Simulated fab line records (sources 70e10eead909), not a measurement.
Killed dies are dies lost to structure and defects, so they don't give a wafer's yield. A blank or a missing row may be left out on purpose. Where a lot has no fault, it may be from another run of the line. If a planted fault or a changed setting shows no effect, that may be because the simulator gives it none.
Matching of chambers :: flow nand harc :: rie diel-11 running NHARC_A_CONTACT_DESCUM_47: 4 sister chambers
The step chemistry O2, time 3 s. 16 wafers are shown with their chamber, then 8 later ones without.

WAFERS, EACH WITH ITS CHAMBER
wafer: L075.4
chamber: 1
drypump motor current A (A): 5.4
showerhead plenum p Torr (Torr): 1.96
oes product au (a.u.): 1.003

wafer: L075.5
chamber: 2
drypump motor current A (A): 6.4
showerhead plenum p Torr (Torr): 2.07
oes product au (a.u.): 0.994

wafer: L075.6
chamber: 3
drypump motor current A (A): 5.4
showerhead plenum p Torr (Torr): 1.79
oes product au (a.u.): 1.009

wafer: L078.1
chamber: 0
drypump motor current A (A): 5.5
showerhead plenum p Torr (Torr): 1.87
oes product au (a.u.): 1.003

wafer: L078.3
chamber: 3
drypump motor current A (A): 5.4
showerhead plenum p Torr (Torr): 1.79
oes product au (a.u.): 1.012

wafer: L078.6
chamber: 1
drypump motor current A (A): 5.4
showerhead plenum p Torr (Torr): 1.96
oes product au (a.u.): 1.010

wafer: L079.1
chamber: 0
drypump motor current A (A): 5.5
showerhead plenum p Torr (Torr): 1.87
oes product au (a.u.): 1.009

wafer: L079.4
chamber: 3
drypump motor current A (A): 5.4
showerhead plenum p Torr (Torr): 1.79
oes product au (a.u.): 1.009

wafer: L079.5
chamber: 1
drypump motor current A (A): 5.4
showerhead plenum p Torr (Torr): 1.96
oes product au (a.u.): 1.008

wafer: L085.2
chamber: 3
drypump motor current A (A): 5.4
showerhead plenum p Torr (Torr): 1.78
oes product au (a.u.): 1.006

wafer: L085.4
chamber: 0
drypump motor current A (A): 5.5
showerhead plenum p Torr (Torr): 1.86
oes product au (a.u.): 1.000

wafer: L085.5
chamber: 0
drypump motor current A (A): 5.5
showerhead plenum p Torr (Torr): 1.86
oes product au (a.u.): 1.002

wafer: L087.1
chamber: 3
drypump motor current A (A): 5.4
showerhead plenum p Torr (Torr): 1.78
oes product au (a.u.): 1.011

wafer: L087.5
chamber: 2
drypump motor current A (A): 6.4
showerhead plenum p Torr (Torr): 2.05
oes product au (a.u.): 0.994

wafer: L087.6
chamber: 1
drypump motor current A (A): 5.4
showerhead plenum p Torr (Torr): 1.95
oes product au (a.u.): 0.996

wafer: L089.1
chamber: 0
drypump motor current A (A): 5.6
showerhead plenum p Torr (Torr): 1.86
oes product au (a.u.): 1.008

SIGNATURES (means of the wafers above)
reading: drypump motor current A
chamber 0: 5.520
chamber 1: 5.400
chamber 2: 6.400
chamber 3: 5.400
scatter within a chamber: 0.0258

reading: showerhead plenum p Torr
chamber 0: 1.8640
chamber 1: 1.9575
chamber 2: 2.0600
chamber 3: 1.7860
scatter within a chamber: 0.00655

reading: oes product au
chamber 0: 1.00440
chamber 1: 1.00425
chamber 2: 0.99400
chamber 3: 1.00940
scatter within a chamber: 0.00407
Rule: distance of a wafer from a chamber = root of the sum over the readings of ((wafer's reading minus chamber's mean) / reading's scatter) squared. If the next closest chamber is less than 2 further off than the closest, the wafer can't be placed; otherwise it belongs to the closest. The scatter: take each reading less its chamber's mean, square it, sum over the shown wafers, divide by the number of wafers less the number of chambers, and take the root.

WAFERS WITH NO CHAMBER GIVEN
wafer: L089.5
drypump motor current A (A): 6.4
showerhead plenum p Torr (Torr): 2.05
oes product au (a.u.): 1.015

wafer: L089.6
drypump motor current A (A): 5.4
showerhead plenum p Torr (Torr): 1.78
oes product au (a.u.): 1.001

wafer: L094.1
drypump motor current A (A): 5.4
showerhead plenum p Torr (Torr): 1.94
oes product au (a.u.): 1.004

wafer: L094.2
drypump motor current A (A): 5.5
showerhead plenum p Torr (Torr): 1.85
oes product au (a.u.): 1.014

wafer: L094.3
drypump motor current A (A): 5.4
showerhead plenum p Torr (Torr): 1.77
oes product au (a.u.): 1.008

wafer: L094.4
drypump motor current A (A): 6.4
showerhead plenum p Torr (Torr): 2.05
oes product au (a.u.): 1.014

wafer: L094.5
drypump motor current A (A): 5.4
showerhead plenum p Torr (Torr): 1.77
oes product au (a.u.): 1.006

wafer: L094.6
drypump motor current A (A): 5.5
showerhead plenum p Torr (Torr): 1.85
oes product au (a.u.): 1.006

WHICH CHAMBER EACH ONE RAN IN
wafer: L089.5
from the rows above: 2
in truth: 2

wafer: L089.6
from the rows above: 3
in truth: 3

wafer: L094.1
from the rows above: 1
in truth: 1

wafer: L094.2
from the rows above: 0
in truth: 0

wafer: L094.3
from the rows above: 3
in truth: 3

wafer: L094.4
from the rows above: 2
in truth: 2

wafer: L094.5
from the rows above: 3
in truth: 3

wafer: L094.6
from the rows above: 0
in truth: 0
8 of 8 placed correctly. Can't be placed from these rows: 0. Wrongly placed: 0.
